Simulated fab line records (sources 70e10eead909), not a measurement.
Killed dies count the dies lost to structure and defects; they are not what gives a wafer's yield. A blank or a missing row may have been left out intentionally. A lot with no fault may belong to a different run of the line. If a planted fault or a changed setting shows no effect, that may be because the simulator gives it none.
Matching of chambers    flow nand_harc    NHARC_P_M2_DEP_33 on pecvd-03: 3 sister chambers
The step deposits SiCN, target thk 30 nm. 18 wafers are shown with their chamber, then 9 later ones without.

WAFERS PAIRED WITH THEIR CHAMBERS
wafer   chamber  heater_power_w (W)
L077.1  2        683
L077.2  1        543
L077.3  0        667
L078.1  2        659
L078.3  1        632
L078.4  0        559
L079.1  1        648
L079.2  0        568
L079.4  2        668
L081.1  2        621
L081.3  1        651
L081.4  0        660
L083.1  2        640
L083.4  0        620
L083.6  2        611
L090.3  1        657
L090.4  1        649
L090.6  0        601

SIGNATURES (means of the wafers above)
reading         chamber 0  chamber 1  chamber 2  scatter within a chamber
heater_power_w  612.50     630.00     647.00     39.7
Rule: a wafer's distance from a chamber is the root of the sum, over the readings, of the square of ((its reading less the chamber's mean) divided by the reading's scatter). If the next closest chamber is less than 2 further off than the closest, the wafer can't be placed; otherwise it belongs to the closest. The scatter is the square root of a quotient: the sum, over the shown wafers, of each reading's squared deviation from its chamber's mean, divided by wafers minus chambers.

WAFERS WITHOUT THEIR CHAMBER
wafer   heater_power_w (W)
L091.3  568
L091.4  672
L091.6  633
L093.2  636
L093.5  640
L093.6  587
L096.1  636
L096.2  601
L096.3  693

CHAMBER TAKEN BY EACH
wafer   from the rows above           in truth
L091.3  can't be placed: 0 or 1 or 2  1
L091.4  can't be placed: 2 or 1 or 0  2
L091.6  can't be placed: 1 or 2 or 0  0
L093.2  can't be placed: 1 or 2 or 0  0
L093.5  can't be placed: 2 or 1 or 0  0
L093.6  can't be placed: 0 or 1 or 2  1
L096.1  can't be placed: 1 or 2 or 0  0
L096.2  can't be placed: 0 or 1 or 2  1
L096.3  can't be placed: 2 or 1 or 0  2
0 of 9 placed correctly. From these rows, 9 cannot be placed; in 9 the true chamber is one of the candidates. Wrongly placed: 0.
